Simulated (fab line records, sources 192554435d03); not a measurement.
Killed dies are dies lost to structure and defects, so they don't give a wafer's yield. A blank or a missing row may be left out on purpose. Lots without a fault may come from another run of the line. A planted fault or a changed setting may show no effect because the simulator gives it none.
Which tool did it? | flow n5_finfet | 24 lots, 72 wafers sampled, at 6 steps of a route of 1938

WHAT THE GAUGES READ, wafer by wafer
N5_BEOL_M14_RS_MEAS_54: measures by four-point-probe. Usual: M14_RS 0.0333 ohm/sq, standard deviation 0.00058.
lot  | measured     | on            | M14_RS (ohm/sq)      | flag
L074 | day 11 07:12 | film_metro-02 | 0.0341 0.0333 0.0341 |
L075 | day 12 08:53 | film_metro-01 | 0.0331 0.0336 0.0334 |
L076 | day 12 09:07 | film_metro-01 | 0.0327 0.0336 0.0328 |
L079 | day 12 11:34 | film_metro-02 | 0.0338 0.0339 0.0339 |
L077 | day 12 16:20 | film_metro-01 | 0.0340 0.0332 0.0335 |
L078 | day 12 20:19 | film_metro-02 | 0.0323 0.0320 0.0333 |
L080 | day 13 01:08 | film_metro-02 | 0.0335 0.0342 0.0328 |
L081 | day 13 12:04 | film_metro-01 | 0.0334 0.0324 0.0336 |
L082 | day 13 18:41 | film_metro-02 | 0.0335 0.0336 0.0335 |
L083 | day 14 00:26 | film_metro-01 | 0.0339 0.0327 0.0338 |
L084 | day 14 10:57 | film_metro-01 | 0.0331 0.0338 0.0337 |
L086 | day 14 14:46 | film_metro-01 | 0.0341 0.0338 0.0324 |
L085 | day 14 23:01 | film_metro-01 | 0.0337 0.0328 0.0338 |
L088 | day 14 23:09 | film_metro-01 | 0.0322 0.0324 0.0323 |
L087 | day 15 03:02 | film_metro-01 | 0.0341 0.0343 0.0329 |
L090 | day 15 16:05 | film_metro-01 | 0.0340 0.0327 0.0326 |
L089 | day 15 23:55 | film_metro-02 | 0.0333 0.0335 0.0334 |
L092 | day 16 02:23 | film_metro-01 | 0.0340 0.0333 0.0341 |
L091 | day 16 04:53 | film_metro-01 | 0.0327 0.0336 0.0339 |
L093 | day 16 10:39 | film_metro-01 | 0.0338 0.0333 0.0342 |
L094 | day 16 20:16 | film_metro-02 | 0.0332 0.0333 0.0330 |
L096 | day 17 10:40 | film_metro-01 | 0.0329 0.0335 0.0325 |
L095 | day 17 11:55 | film_metro-02 | 0.0329 0.0334 0.0326 |
L097 | day 17 14:45 | film_metro-01 | 0.0336 0.0327 0.0326 |

N5_BEOL_M14_INSPECT_55: inspects for defects (darkfield). Usual: raw_defect_count 65, standard deviation 24.
lot  | measured     | on                | raw_defect_count | flag
L074 | day 11 07:13 | defect_inspect-02 | 25 51 43         |
L075 | day 12 08:54 | defect_inspect-02 | 67 32 67         |
L076 | day 12 09:08 | defect_inspect-01 | 89 78 85         |
L079 | day 12 11:35 | defect_inspect-02 | 30 34 49         |
L077 | day 12 16:21 | defect_inspect-01 | 76 71 69         |
L078 | day 12 20:21 | defect_inspect-01 | 66 84 59         |
L080 | day 13 01:10 | defect_inspect-02 | 34 56 37         |
L081 | day 13 12:06 | defect_inspect-02 | 66 126 67        |
L082 | day 13 18:43 | defect_inspect-01 | 74 65 80         |
L083 | day 14 00:28 | defect_inspect-01 | 52 45 61         |
L084 | day 14 10:58 | defect_inspect-02 | 72 87 57         |
L086 | day 14 14:48 | defect_inspect-01 | 57 53 112        |
L085 | day 14 23:02 | defect_inspect-01 | 64 70 41         |
L088 | day 14 23:10 | defect_inspect-02 | 36 57 42         |
L087 | day 15 03:04 | defect_inspect-02 | 67 66 32         |
L090 | day 15 16:07 | defect_inspect-02 | 66 68 63         |
L089 | day 15 23:57 | defect_inspect-02 | 52 90 68         |
L092 | day 16 02:25 | defect_inspect-01 | 124 57 78        |
L091 | day 16 04:55 | defect_inspect-01 | 83 69 78         |
L093 | day 16 10:41 | defect_inspect-02 | 74 28 55         |
L094 | day 16 20:17 | defect_inspect-02 | 27 31 21         |
L096 | day 17 10:41 | defect_inspect-02 | 94 88 84         |
L095 | day 17 11:56 | defect_inspect-02 | 88 76 56         |
L097 | day 17 14:47 | defect_inspect-01 | 68 79 74         |

N5_BEOL_M15_INSPECT_12: inspects for defects (macro). Usual: raw_defect_count 2.0, standard deviation 1.4.
lot  | measured     | on                | raw_defect_count | flag
L074 | day 11 07:52 | defect_inspect-01 | 5 2 1            |
L075 | day 12 09:40 | defect_inspect-01 | 1 3 3            |
L076 | day 12 09:55 | defect_inspect-01 | 3 4 2            |
L079 | day 12 12:23 | defect_inspect-01 | 2 1 0            |
L077 | day 12 17:07 | defect_inspect-01 | 3 1 2            |
L078 | day 12 20:59 | defect_inspect-01 | 1 5 3            |
L080 | day 13 01:49 | defect_inspect-01 | 1 1 1            |
L081 | day 13 12:52 | defect_inspect-01 | 3 4 1            |
L082 | day 13 19:22 | defect_inspect-02 | 1 0 1            |
L083 | day 14 01:07 | defect_inspect-02 | 0 3 0            |
L084 | day 14 11:37 | defect_inspect-01 | 4 2 2            |
L086 | day 14 15:26 | defect_inspect-01 | 3 0 3            |
L085 | day 14 23:41 | defect_inspect-01 | 1 2 3            |
L088 | day 14 23:49 | defect_inspect-02 | 0 1 2            |
L087 | day 15 04:04 | defect_inspect-02 | 1 3 1            |
L090 | day 15 16:53 | defect_inspect-02 | 4 1 1            |
L089 | day 16 00:43 | defect_inspect-02 | 1 1 4            |
L092 | day 16 03:11 | defect_inspect-02 | 1 3 2            |
L091 | day 16 05:41 | defect_inspect-01 | 3 1 4            |
L093 | day 16 11:27 | defect_inspect-02 | 3 0 1            |
L094 | day 16 20:56 | defect_inspect-01 | 5 0 5            |
L096 | day 17 11:26 | defect_inspect-01 | 3 2 0            |
L095 | day 17 12:35 | defect_inspect-02 | 3 1 5            |
L097 | day 17 15:40 | defect_inspect-01 | 3 1 3            |

N5_BEOL_M15_CD_MEAS_17: target cd 360 nm. Usual: cd_nm 361.1 nm, standard deviation 1.3.
lot  | measured     | on        | cd_nm (nm)        | flag
L074 | day 11 08:40 | cd_sem-01 | 362.0 364.9 361.7 |
L075 | day 12 10:13 | cd_sem-02 | 361.5 360.0 358.3 |
L076 | day 12 10:26 | cd_sem-03 | 359.7 360.7 359.9 |
L079 | day 12 12:55 | cd_sem-02 | 361.8 361.7 362.0 |
L077 | day 12 17:39 | cd_sem-03 | 361.7 361.8 361.5 |
L078 | day 12 21:32 | cd_sem-03 | 359.8 362.2 362.6 |
L080 | day 13 02:28 | cd_sem-03 | 359.6 361.0 362.7 |
L081 | day 13 13:24 | cd_sem-01 | 360.9 362.3 362.7 |
L082 | day 13 19:54 | cd_sem-02 | 361.6 361.4 362.6 |
L083 | day 14 01:46 | cd_sem-01 | 363.1 362.4 361.1 |
L084 | day 14 12:19 | cd_sem-02 | 360.3 361.6 360.0 |
L086 | day 14 15:59 | cd_sem-01 | 360.7 361.4 361.3 |
L085 | day 15 00:13 | cd_sem-01 | 363.1 359.7 362.7 |
L088 | day 15 00:22 | cd_sem-02 | 360.2 358.2 358.2 |
L087 | day 15 04:40 | cd_sem-01 | 360.8 360.1 359.3 |
L090 | day 15 17:25 | cd_sem-01 | 360.6 360.2 360.6 |
L089 | day 16 01:15 | cd_sem-03 | 361.4 364.0 360.4 |
L092 | day 16 03:47 | cd_sem-02 | 361.4 361.0 360.2 |
L091 | day 16 06:13 | cd_sem-01 | 359.2 361.5 360.0 |
L093 | day 16 11:59 | cd_sem-03 | 362.7 361.0 361.9 |
L094 | day 16 21:28 | cd_sem-03 | 361.7 361.1 360.3 |
L096 | day 17 11:58 | cd_sem-02 | 363.2 359.4 362.4 |
L095 | day 17 13:09 | cd_sem-01 | 359.6 361.4 359.9 |
L097 | day 17 16:11 | cd_sem-01 | 359.9 359.4 360.1 |

WHICH TOOL RAN EACH LOT (tool, then ch and the chambers of the sampled wafers, then the start)
lot  | N5_BEOL_M15_DESCUM_15              | N5_BEOL_M15_VIA_ETCH_16
L074 | rie_diel-01 ch 0,1,3, day 11 08:09 | rie_diel-01 ch 0,1,3, day 11 08:14
L075 | rie_diel-04 ch 0,1, day 12 09:43   | rie_diel-04 ch 0,1, day 12 09:47
L076 | rie_diel-01 ch 0,1,3, day 12 09:57 | rie_diel-01 ch 0,1,3, day 12 10:02
L079 | rie_diel-03 ch 1,2, day 12 12:25   | rie_diel-03 ch 1,2, day 12 12:30
L077 | rie_diel-03 ch 1,2,3, day 12 17:10 | rie_diel-03 ch 1,2,3, day 12 17:14
L078 | rie_diel-04 ch 0,2, day 12 21:02   | rie_diel-04 ch 0,2, day 12 21:07
L080 | rie_diel-01 ch 0,2, day 13 01:58   | rie_diel-01 ch 0,2, day 13 02:03
L081 | rie_diel-04 ch 1,2, day 13 12:54   | rie_diel-04 ch 1,2, day 13 12:59
L082 | rie_diel-03 ch 1,3, day 13 19:24   | rie_diel-03 ch 1,3, day 13 19:29
L083 | rie_diel-01 ch 2,3, day 14 01:15   | rie_diel-01 ch 2,3, day 14 01:20
L084 | rie_diel-01 ch 1,2, day 14 11:49   | rie_diel-01 ch 1,2, day 14 11:54
L086 | rie_diel-04 ch 0,1,3, day 14 15:29 | rie_diel-04 ch 0,1,3, day 14 15:34
L085 | rie_diel-04 ch 2,3, day 14 23:43   | rie_diel-04 ch 2,3, day 14 23:49
L088 | rie_diel-03 ch 1,2,3, day 14 23:52 | rie_diel-03 ch 1,2,3, day 14 23:57
L087 | rie_diel-04 ch 0,2, day 15 04:10   | rie_diel-04 ch 0,2, day 15 04:15
L090 | rie_diel-04 ch 1,2, day 15 16:55   | rie_diel-04 ch 1,2, day 15 17:00
L089 | rie_diel-04 ch 1,2,3, day 16 00:45 | rie_diel-04 ch 1,2,3, day 16 00:50
L092 | rie_diel-04 ch 0,1, day 16 03:17   | rie_diel-04 ch 0,1, day 16 03:23
L091 | rie_diel-01 ch 0,3, day 16 05:43   | rie_diel-01 ch 0,3, day 16 05:49
L093 | rie_diel-01 ch 0,1,2, day 16 11:29 | rie_diel-01 ch 0,1,2, day 16 11:34
L094 | rie_diel-03 ch 0,1,3, day 16 20:58 | rie_diel-03 ch 0,1,3, day 16 21:03
L096 | rie_diel-03 ch 0,1, day 17 11:28   | rie_diel-03 ch 0,1, day 17 11:34
L095 | rie_diel-03 ch 0,1,3, day 17 12:39 | rie_diel-03 ch 0,1,3, day 17 12:44
L097 | rie_diel-04 ch 0,1,3, day 17 15:41 | rie_diel-04 ch 0,1,3, day 17 15:47
- N5_BEOL_M15_DESCUM_15: chemistry O2, time 7.9 s.
- N5_BEOL_M15_VIA_ETCH_16: etches SiO2 in C4F8/O2/Ar, target depth 1792.2 nm.

WHAT THE TOOLS THEMSELVES READ (means of the sampled wafers that have a number; where no wafer has one, the mark that the record gives instead)
N5_BEOL_M15_DESCUM_15. Usual: drypump_motor_current_A 5.8 A, standard deviation 0.59; o2_flow_sccm 225.0 sccm, standard deviation 0.67; oes_product_au 0.82 a.u., standard deviation 0.094; rf_vpp_V 243.5 V, standard deviation 1.4; showerhead_plenum_p_Torr 2.12 Torr, standard deviation 0.079; throttle_valve_pct 20.36 %, standard deviation 0.18.
lot  | tool        | drypump_motor_current_A (A) | o2_flow_sccm (sccm) | oes_product_au (a.u.) | rf_vpp_V (V) | showerhead_plenum_p_Torr (Torr) | throttle_valve_pct (%) | flag
L074 | rie_diel-01 | 5.6                         | 225.1               | 0.86                  | 243.5        | 2.12                            | 20.26                  |
L075 | rie_diel-04 | 5.4                         | 224.2               | 0.78                  | 243.7        | 2.15                            | 20.50                  |
L076 | rie_diel-01 | 5.6                         | 224.8               | 0.84                  | 243.8        | 2.11                            | 20.26                  |
L079 | rie_diel-03 | 5.7                         | 224.9               | 0.71                  | 243.2        | 2.10                            | 20.57                  |
L077 | rie_diel-03 | 6.0                         | 225.1               | 0.76                  | 245.0        | 2.16                            | 20.44                  |
L078 | rie_diel-04 | 5.7                         | 225.7               | 0.81                  | 244.1        | 2.13                            | 20.49                  |
L080 | rie_diel-01 | 6.4                         | 225.1               | 0.88                  | 242.7        | 2.10                            | 20.40                  |
L081 | rie_diel-04 | 5.6                         | 225.4               | 0.90                  | 243.6        | 2.10                            | 20.31                  |
L082 | rie_diel-03 | 6.3                         | 224.2               | 0.80                  | 244.6        | 2.21                            | 20.34                  |
L083 | rie_diel-01 | 6.3                         | 224.9               | 0.79                  | 242.3        | 2.02                            | 20.34                  |
L084 | rie_diel-01 | 5.3                         | 225.4               | 0.88                  | 243.6        | 2.10                            | 20.43                  |
L086 | rie_diel-04 | 5.8                         | 224.8               | 0.84                  | 243.1        | 2.17                            | 20.29                  |
L085 | rie_diel-04 | 6.3                         | 225.1               | 0.93                  | 243.9        | 2.11                            | 20.19                  |
L088 | rie_diel-03 | 6.0                         | 224.7               | 0.74                  | 244.0        | 2.15                            | 20.46                  |
L087 | rie_diel-04 | 5.8                         | 224.7               | 0.85                  | 242.4        | 2.08                            | 20.41                  |
L090 | rie_diel-04 | 5.6                         | 225.4               | 0.87                  | 243.2        | 2.09                            | 20.34                  |
L089 | rie_diel-04 | 6.1                         | 224.1               | 0.89                  | 243.3        | 2.13                            | 20.21                  |
L092 | rie_diel-04 | 5.4                         | 225.1               | 0.76                  | 244.3        | 2.14                            | 20.55                  |
L091 | rie_diel-01 | 6.0                         | 225.2               | 0.81                  | 243.5        | 2.13                            | 20.24                  |
L093 | rie_diel-01 | 5.7                         | 224.7               | 0.85                  | 244.1        | 2.12                            | 20.40                  |
L094 | rie_diel-03 | 5.9                         | 225.2               | 0.72                  | 243.5        | 2.13                            | 20.41                  |
L096 | rie_diel-03 | 5.4                         | 225.3               | 0.69                  | 242.4        | 2.05                            | 20.47                  |
L095 | rie_diel-03 | 5.9                         | 224.1               | 0.73                  | 243.7        | 2.12                            | 20.43                  |
L097 | rie_diel-04 | 5.9                         | 225.2               | 0.82                  | 244.3        | 2.16                            | 20.34                  |

N5_BEOL_M15_VIA_ETCH_16. Usual: drypump_motor_current_A 5.8 A, standard deviation 0.59; oes_product_au 0.74 a.u., standard deviation 0.085; rf_vpp_V 2224 V, standard deviation 20; showerhead_plenum_p_Torr 3.48 Torr, standard deviation 0.12; throttle_valve_pct 30.84 %, standard deviation 0.23.
lot  | tool        | drypump_motor_current_A (A) | oes_product_au (a.u.) | rf_vpp_V (V) | showerhead_plenum_p_Torr (Torr) | throttle_valve_pct (%) | flag
L074 | rie_diel-01 | 5.6                         | 0.78                  | 2228         | 3.48                            | 30.75                  |
L075 | rie_diel-04 | 5.4                         | 0.71                  | 2215         | 3.54                            | 31.12                  |
L076 | rie_diel-01 | 5.6                         | 0.77                  | 2228         | 3.48                            | 30.77                  |
L079 | rie_diel-03 | 5.7                         | 0.64                  | 2230         | 3.46                            | 31.02                  |
L077 | rie_diel-03 | 6.0                         | 0.68                  | 2242         | 3.53                            | 30.85                  |
L078 | rie_diel-04 | 5.6                         | 0.74                  | 2209         | 3.50                            | 31.03                  |
L080 | rie_diel-01 | 6.4                         | 0.81                  | 2211         | 3.45                            | 30.88                  |
L081 | rie_diel-04 | 5.6                         | 0.81                  | 2228         | 3.47                            | 30.95                  |
L082 | rie_diel-03 | 6.3                         | 0.72                  | 2255         | 3.60                            | 30.70                  |
L083 | rie_diel-01 | 6.3                         | 0.72                  | 2241         | 3.33                            | 30.80                  |
L084 | rie_diel-01 | 5.3                         | 0.80                  | 2228         | 3.46                            | 31.02                  |
L086 | rie_diel-04 | 5.9                         | 0.78                  | 2223         | 3.57                            | 30.86                  |
L085 | rie_diel-04 | 6.3                         | 0.85                  | 2221         | 3.46                            | 30.63                  |
L088 | rie_diel-03 | 6.0                         | 0.68                  | 2242         | 3.52                            | 30.88                  |
L087 | rie_diel-04 | 5.9                         | 0.77                  | 2213         | 3.43                            | 30.90                  |
L090 | rie_diel-04 | 5.6                         | 0.79                  | 2227         | 3.46                            | 30.97                  |
L089 | rie_diel-04 | 6.1                         | 0.80                  | 2227         | 3.50                            | 30.73                  |
L092 | rie_diel-04 | 5.4                         | 0.68                  | 2213         | 3.53                            | 31.13                  |
L091 | rie_diel-01 | 5.9                         | 0.73                  | 2215         | 3.50                            | 30.65                  |
L093 | rie_diel-01 | 5.7                         | 0.77                  | 2215         | 3.49                            | 30.90                  |
L094 | rie_diel-03 | 5.9                         | 0.66                  | 2234         | 3.47                            | 30.75                  |
L096 | rie_diel-03 | 5.4                         | 0.62                  | 2215         | 3.36                            | 30.75                  |
L095 | rie_diel-03 | 5.9                         | 0.65                  | 2234         | 3.47                            | 30.74                  |
L097 | rie_diel-04 | 5.9                         | 0.74                  | 2221         | 3.56                            | 30.89                  |

THE ANSWER, worked out from the rows above alone
Rule: a lot is off if the mean of its wafers that have a number lies more than 3 standard deviations from the usual mean. A lot without any number at a reading at which 4 lots or more have one is off too. The other lots that the step has rows for count as sound. The gauges are gone through in route order, then the tools' own readings, and for those a lot's mean is taken as printed above. The first step at which some lot is off is used, and at that step the reading that is off furthest; a lot without a number counts as furthest.
No lot is off at any reading shown: from this, nothing can be told.

WHAT THE SIMULATOR HAD PUT IN
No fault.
